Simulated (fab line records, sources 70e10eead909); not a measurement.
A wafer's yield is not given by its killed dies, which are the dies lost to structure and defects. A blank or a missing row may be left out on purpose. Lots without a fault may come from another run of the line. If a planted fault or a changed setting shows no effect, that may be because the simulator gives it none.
Chamber matching	flow nandHarc	NHARC_A_CONTACT_ETCH_110 on rieDiel-04: 4 sister chambers
The step etches the open film in CF4/O2, target depth 60 nm, overetch 6 nm, time 33 s. 4 wafers are shown with their chamber, then 12 later ones without.

== WAFERS WITH THEIR CHAMBER ==
wafer	chamber	showerheadPlenumPTorr (Torr)
L089.6	0	1.33
L090.1	3	1.40
L092.4	1	1.34
L092.6	2	1.40

== WAFERS WITHOUT THEIR CHAMBER ==
wafer	showerheadPlenumPTorr (Torr)
L093.2	1.33
L093.4	1.34
L093.5	1.40
L097.1	1.40
L097.2	1.39
L097.5	1.34
L096.1	1.39
L096.3	1.34
L096.6	1.39
L095.3	1.39
L095.4	1.33
L095.6	1.33

== EACH ONE'S CHAMBER ==
wafer	from the rows above	in truth
L093.2	can't be placed: 0 or 1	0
L093.4	can't be placed: 1 or 0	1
L093.5	can't be placed: 2 or 3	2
L097.1	can't be placed: 2 or 3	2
L097.2	can't be placed: 2 or 3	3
L097.5	can't be placed: 1 or 0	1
L096.1	can't be placed: 2 or 3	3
L096.3	can't be placed: 1 or 0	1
L096.6	can't be placed: 2 or 3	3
L095.3	can't be placed: 2 or 3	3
L095.4	can't be placed: 0 or 1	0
L095.6	can't be placed: 0 or 1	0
0 of 12 placed correctly. From these rows, 12 cannot be placed; in 12 the true chamber is one of the candidates. Placed wrongly: 0.
How it was worked out, from the rows above alone: a wafer's distance from a chamber is the root of the sum, over the readings, of the square of ((its reading less the chamber's mean) divided by the reading's scatter). If the next closest chamber is less than 2 further off than the closest, the wafer can't be placed; otherwise it belongs to the closest. The mean given for a chamber averages the wafers shown for that chamber. The scatter: root of mean squared gap, hidden wafer to nearest shown wafer, with one shown wafer a chamber.
